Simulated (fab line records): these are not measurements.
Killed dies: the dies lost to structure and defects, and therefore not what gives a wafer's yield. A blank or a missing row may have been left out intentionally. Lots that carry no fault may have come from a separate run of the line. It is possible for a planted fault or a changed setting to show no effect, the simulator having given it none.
Split-lot experiment / flow n5-finfet / 39 wafers read across 7 lots, on a route 1938 steps long

SPLIT DETAILS
At N5_BEOL_M3_ILD_DEP_00 (deposits SiOC from DEMS/O2, target thk 79 nm, time 15.3 s), the setting time-s was moved away from the recipe's 15.3 s on 12 of the 39 wafers read, by -49.5% to +55.2%. This setting was run at the recipe's value on the other wafers.

There is no step in the file separating the split from the reading.

THE READING
M3_ILD_THK at N5_BEOL_M3_THK_MEAS_01, in nm. Fault-free wafers of this fab line usually give 78.6 nm, standard deviation 1.1 nm.

wafer=L074.1; tool, chamber at the split=pecvd-02, 2; time-s as run, s=8.456; against the recipe=-44.7%; M3_ILD_THK, nm=42.4; against lot-mates on the recipe=-35.7
wafer=L074.2; tool, chamber at the split=pecvd-02, 0; time-s as run, s=15.3; against the recipe=recipe; M3_ILD_THK, nm=77.1; against lot-mates on the recipe=-
wafer=L074.3; tool, chamber at the split=pecvd-02, 0; time-s as run, s=8.456; against the recipe=-44.7%; M3_ILD_THK, nm=43.2; against lot-mates on the recipe=-34.9
wafer=L074.4; tool, chamber at the split=pecvd-02, 2; time-s as run, s=15.3; against the recipe=recipe; M3_ILD_THK, nm=78.8; against lot-mates on the recipe=-
wafer=L074.5; tool, chamber at the split=pecvd-02, 0; time-s as run, s=15.3; against the recipe=recipe; M3_ILD_THK, nm=78.5; against lot-mates on the recipe=-
wafer=L074.6; tool, chamber at the split=pecvd-02, 2; time-s as run, s=8.456; against the recipe=-44.7%; M3_ILD_THK, nm=43.8; against lot-mates on the recipe=-34.3
wafer=L075.1; tool, chamber at the split=pecvd-04, 1; time-s as run, s=15.3; against the recipe=recipe; M3_ILD_THK, nm=76.6; against lot-mates on the recipe=-
wafer=L075.2; tool, chamber at the split=pecvd-04, 0,1; time-s as run, s=15.3; against the recipe=recipe; M3_ILD_THK, nm=78.6; against lot-mates on the recipe=-
wafer=L075.3; tool, chamber at the split=pecvd-04, 0,1; time-s as run, s=15.3; against the recipe=recipe; M3_ILD_THK, nm=78.5; against lot-mates on the recipe=-
wafer=L075.4; tool, chamber at the split=pecvd-04, 0; time-s as run, s=7.726; against the recipe=-49.5%; M3_ILD_THK, nm=39.7; against lot-mates on the recipe=-38.2
wafer=L075.5; tool, chamber at the split=pecvd-04, 0; time-s as run, s=7.726; against the recipe=-49.5%; M3_ILD_THK, nm=40.7; against lot-mates on the recipe=-37.2
wafer=L075.6; tool, chamber at the split=pecvd-04, 1; time-s as run, s=7.726; against the recipe=-49.5%; M3_ILD_THK, nm=40.7; against lot-mates on the recipe=-37.2
wafer=L081.3; tool, chamber at the split=pecvd-03, 0; time-s as run, s=15.3; against the recipe=recipe; M3_ILD_THK, nm=78.8; against lot-mates on the recipe=-
wafer=L081.4; tool, chamber at the split=pecvd-03, 2; time-s as run, s=15.3; against the recipe=recipe; M3_ILD_THK, nm=79.4; against lot-mates on the recipe=-
wafer=L081.6; tool, chamber at the split=pecvd-03, 0; time-s as run, s=15.3; against the recipe=recipe; M3_ILD_THK, nm=80.6; against lot-mates on the recipe=-
wafer=L089.1; tool, chamber at the split=pecvd-04, 1; time-s as run, s=15.3; against the recipe=recipe; M3_ILD_THK, nm=77.9; against lot-mates on the recipe=-
wafer=L089.2; tool, chamber at the split=pecvd-04, 0,2,1; time-s as run, s=15.3; against the recipe=recipe; M3_ILD_THK, nm=78.0; against lot-mates on the recipe=-
wafer=L089.3; tool, chamber at the split=pecvd-04, 0,2,1; time-s as run, s=15.3; against the recipe=recipe; M3_ILD_THK, nm=77.9; against lot-mates on the recipe=-
wafer=L089.4; tool, chamber at the split=pecvd-04, 0,2,1; time-s as run, s=15.3; against the recipe=recipe; M3_ILD_THK, nm=77.9; against lot-mates on the recipe=-
wafer=L089.5; tool, chamber at the split=pecvd-04, 0; time-s as run, s=15.3; against the recipe=recipe; M3_ILD_THK, nm=78.9; against lot-mates on the recipe=-
wafer=L089.6; tool, chamber at the split=pecvd-04, 2; time-s as run, s=15.3; against the recipe=recipe; M3_ILD_THK, nm=79.5; against lot-mates on the recipe=-
wafer=L090.1; tool, chamber at the split=pecvd-02, 0; time-s as run, s=23.74; against the recipe=+55.2%; M3_ILD_THK, nm=119.2; against lot-mates on the recipe=+40.1
wafer=L090.2; tool, chamber at the split=pecvd-02, 2; time-s as run, s=15.3; against the recipe=recipe; M3_ILD_THK, nm=78.2; against lot-mates on the recipe=-
wafer=L090.3; tool, chamber at the split=pecvd-02, 1; time-s as run, s=23.74; against the recipe=+55.2%; M3_ILD_THK, nm=119.9; against lot-mates on the recipe=+40.8
wafer=L090.4; tool, chamber at the split=pecvd-02, 1; time-s as run, s=15.3; against the recipe=recipe; M3_ILD_THK, nm=80.2; against lot-mates on the recipe=-
wafer=L090.5; tool, chamber at the split=pecvd-02, 0; time-s as run, s=23.74; against the recipe=+55.2%; M3_ILD_THK, nm=121.5; against lot-mates on the recipe=+42.4
wafer=L090.6; tool, chamber at the split=pecvd-02, 2; time-s as run, s=15.3; against the recipe=recipe; M3_ILD_THK, nm=78.8; against lot-mates on the recipe=-
wafer=L092.1; tool, chamber at the split=pecvd-04, 2; time-s as run, s=15.3; against the recipe=recipe; M3_ILD_THK, nm=79.3; against lot-mates on the recipe=-
wafer=L092.2; tool, chamber at the split=pecvd-04, 0; time-s as run, s=15.3; against the recipe=recipe; M3_ILD_THK, nm=79.1; against lot-mates on the recipe=-
wafer=L092.3; tool, chamber at the split=pecvd-04, 1; time-s as run, s=15.3; against the recipe=recipe; M3_ILD_THK, nm=78.4; against lot-mates on the recipe=-
wafer=L092.4; tool, chamber at the split=pecvd-04, 0; time-s as run, s=15.3; against the recipe=recipe; M3_ILD_THK, nm=79.9; against lot-mates on the recipe=-
wafer=L092.5; tool, chamber at the split=pecvd-04, 2; time-s as run, s=15.3; against the recipe=recipe; M3_ILD_THK, nm=80.9; against lot-mates on the recipe=-
wafer=L092.6; tool, chamber at the split=pecvd-04, 1; time-s as run, s=15.3; against the recipe=recipe; M3_ILD_THK, nm=78.8; against lot-mates on the recipe=-
wafer=L095.1; tool, chamber at the split=pecvd-03, 2; time-s as run, s=23.02; against the recipe=+50.5%; M3_ILD_THK, nm=116.7; against lot-mates on the recipe=+36.9
wafer=L095.2; tool, chamber at the split=pecvd-03, 1; time-s as run, s=23.02; against the recipe=+50.5%; M3_ILD_THK, nm=116.8; against lot-mates on the recipe=+37.0
wafer=L095.3; tool, chamber at the split=pecvd-03, 0; time-s as run, s=15.3; against the recipe=recipe; M3_ILD_THK, nm=79.9; against lot-mates on the recipe=-
wafer=L095.4; tool, chamber at the split=pecvd-03, 1; time-s as run, s=23.02; against the recipe=+50.5%; M3_ILD_THK, nm=119.2; against lot-mates on the recipe=+39.4
wafer=L095.5; tool, chamber at the split=pecvd-03, 2; time-s as run, s=15.3; against the recipe=recipe; M3_ILD_THK, nm=79.3; against lot-mates on the recipe=-
wafer=L095.6; tool, chamber at the split=pecvd-03, 0; time-s as run, s=15.3; against the recipe=recipe; M3_ILD_THK, nm=80.3; against lot-mates on the recipe=-
Where a row lists several chambers, the file gives one row for several wafers and doesn't say which wafer went through which chamber.

FIT RESULTS
A straight line over all 39 wafers: M3_ILD_THK changes by +0.771 nm for each +1% of time-s; r = +1.00; the points scatter about the line by 1.1 nm.
The same after taking each lot's own level away (the mean of its wafers on the recipe; 39 wafers): +0.757 nm for each +1%; r = +1.00; scatter 0.87 nm.
According to that fit, moving time-s by its largest amount changes the reading by 42 nm.
From 77.90 to 79.83 nm: that is the span of the lots' own levels, equal to 1.8 times the standard deviation above.
Consequently the slope shifts little with the lot-to-lot level, the two slopes agreeing.
Check: with one of the wafers moved furthest among these (+55.2%) left out of the fit, the line predicts +41.8 nm for it against its lot-mates. It came out at +40.1 nm against them.

FURTHER SPLITS ON THESE WAFERS
Other splits were also applied to these wafers ahead of the reading. Each is held against what the fit with the lots' levels taken away leaves over:
other split on the same wafers=N5_BEOL_M0_SAQP_PECVD_03 time-s; wafers away from the commonest value=9; r with M3_ILD_THK (lot level and that fit taken away)=-0.17

THE WHOLE CHAIN: every reading that the file lists as answering this split, in the file's order
step=N5_BEOL_M3_ILD_DEP_00; what it does=deposits SiOC from DEMS/O2, target thk 79 nm, time 15.3 s; reading=SiOC_of_BEOL_M3_ILD_DEP_00.thk-nm (the simulator's own value, which no gauge read); change (the file's fit)=+0.756 nm for each +1% of the setting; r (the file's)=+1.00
step=N5_BEOL_M3_THK_MEAS_01; what it does=; reading=M3_ILD_THK; change (the file's fit)=+0.756 for each +1% of the setting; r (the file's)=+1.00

THE FILE'S OWN FIT
M3_ILD_THK changes by +0.756 nm for each +1% of time-s, r = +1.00.
